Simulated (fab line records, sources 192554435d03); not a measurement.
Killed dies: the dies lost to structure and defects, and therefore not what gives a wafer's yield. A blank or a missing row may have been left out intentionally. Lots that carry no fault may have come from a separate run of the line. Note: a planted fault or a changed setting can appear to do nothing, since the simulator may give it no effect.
Lot-split experiment + flow n5Finfet + on a route of 1938 steps: 7 lots, 39 wafers read

THE SPLIT ITSELF
At N5_DUMMY_GATE_ETCH_37 (etches SOC in N2/H2, target depth 60 nm, overetch 30 nm), the setting sourceW was moved away from the recipe's 840 W on 15 of the 39 wafers read, by -10.3% to +17.6%. This setting was run at the recipe's value on the other wafers.

The reading is taken at the split's own step.

THE READING
rfVppV, in V, at N5_DUMMY_GATE_ETCH_37 (etches SOC in N2/H2, target depth 60 nm, overetch 30 nm). A value of 524.7 V with a standard deviation of 2.1 V is what fault-free wafers of this fab line usually give.

| wafer  | tool, chamber at the split | sourceW as run, W | against the recipe | rfVppV, V | against lot-mates on the recipe |
|--------|----------------------------|-------------------|--------------------|-----------|---------------------------------|
| L077.1 | rieDiel-02, 2              | 840               | recipe             | 525.9     | -                               |
| L077.2 | rieDiel-02, 3              | 942.9             | +12.3%             | 502.9     | -21.7                           |
| L077.3 | rieDiel-02, 0              | 942.9             | +12.3%             | 502.6     | -22.0                           |
| L077.4 | rieDiel-02, 1              | 840               | recipe             | 524.6     | -                               |
| L077.5 | rieDiel-02, 2              | 942.9             | +12.3%             | 507.0     | -17.6                           |
| L077.6 | rieDiel-02, 3              | 840               | recipe             | 523.2     | -                               |
| L082.1 | rieDiel-02, 1              | 987.5             | +17.6%             | 496.1     | -26.9                           |
| L082.2 | rieDiel-02, 0              | 987.5             | +17.6%             | 495.1     | -27.9                           |
| L082.3 | rieDiel-02, 3              | 840               | recipe             | 522.3     | -                               |
| L082.4 | rieDiel-02, 2              | 987.5             | +17.6%             | 499.8     | -23.2                           |
| L082.5 | rieDiel-02, 0              | 840               | recipe             | 522.5     | -                               |
| L082.6 | rieDiel-02, 3              | 840               | recipe             | 524.1     | -                               |
| L085.1 | rieDiel-02, 2              | 753.3             | -10.3%             | 546.6     | +23.2                           |
| L085.2 | rieDiel-02, 3              | 840               | recipe             | 524.1     | -                               |
| L085.3 | rieDiel-02, 0              | 840               | recipe             | 521.7     | -                               |
| L085.4 | rieDiel-02, 1              | 840               | recipe             | 524.3     | -                               |
| L085.5 | rieDiel-02, 2              | 753.3             | -10.3%             | 545.8     | +22.4                           |
| L085.6 | rieDiel-02, 3              | 753.3             | -10.3%             | 542.1     | +18.7                           |
| L086.1 | rieDiel-04, 0              | 763.3             | -9.1%              | 542.6     | +17.0                           |
| L086.2 | rieDiel-04, 2              | 840               | recipe             | 527.4     | -                               |
| L086.3 | rieDiel-04, 3              | 840               | recipe             | 526.3     | -                               |
| L086.4 | rieDiel-04, 1              | 840               | recipe             | 523.0     | -                               |
| L086.5 | rieDiel-04, 3              | 763.3             | -9.1%              | 543.2     | +17.6                           |
| L086.6 | rieDiel-04, 2              | 763.3             | -9.1%              | 544.8     | +19.2                           |
| L089.3 | rieDiel-04, 0              | 840               | recipe             | 526.3     | -                               |
| L089.4 | rieDiel-04, 3              | 840               | recipe             | 526.8     | -                               |
| L089.6 | rieDiel-04, 2              | 840               | recipe             | 526.8     | -                               |
| L090.1 | rieDiel-04, 2              | 933               | +11.1%             | 511.3     | -15.3                           |
| L090.2 | rieDiel-04, 1              | 933               | +11.1%             | 504.3     | -22.3                           |
| L090.3 | rieDiel-04, 3              | 840               | recipe             | 526.8     | -                               |
| L090.4 | rieDiel-04, 0              | 933               | +11.1%             | 508.2     | -18.4                           |
| L090.5 | rieDiel-04, 3              | 840               | recipe             | 526.7     | -                               |
| L090.6 | rieDiel-04, 0              | 840               | recipe             | 526.3     | -                               |
| L091.1 | rieDiel-02, 3              | 840               | recipe             | 523.5     | -                               |
| L091.2 | rieDiel-02, 2              | 840               | recipe             | 527.3     | -                               |
| L091.3 | rieDiel-02, 0              | 840               | recipe             | 521.6     | -                               |
| L091.4 | rieDiel-02, 1              | 840               | recipe             | 523.6     | -                               |
| L091.5 | rieDiel-02, 1              | 840               | recipe             | 523.8     | -                               |
| L091.6 | rieDiel-02, 0              | 840               | recipe             | 521.0     | -                               |

FIT RESULTS
A straight line over all 39 wafers: rfVppV changes by -1.71 V for each +1% of sourceW; r = -0.98; the points scatter about the line by 2.4 V.
The same after taking each lot's own level away (the mean of its wafers on the recipe; 39 wafers): -1.71 V for each +1%; r = -0.99; scatter 2.3 V.
The reading moves by 30 V for the largest change in sourceW, on that fit.
The lots' own levels span 522.97 to 526.63 V, that is 1.7 times the standard deviation above.
The two slopes are in agreement: the lot-to-lot level therefore moves the slope only a little.
Check: -29.5 V against its lot-mates is what the line predicts for one of the wafers moved furthest among these (+17.6%) when that wafer is left out of the fit. Against them it came out at -26.9 V.
Tool readings at the split's step, against how far the setting was moved: rfVppV r = -0.98.

FILE'S OWN FIT
rfVppV changes by -1.68 V for each +1% of sourceW, r = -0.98.
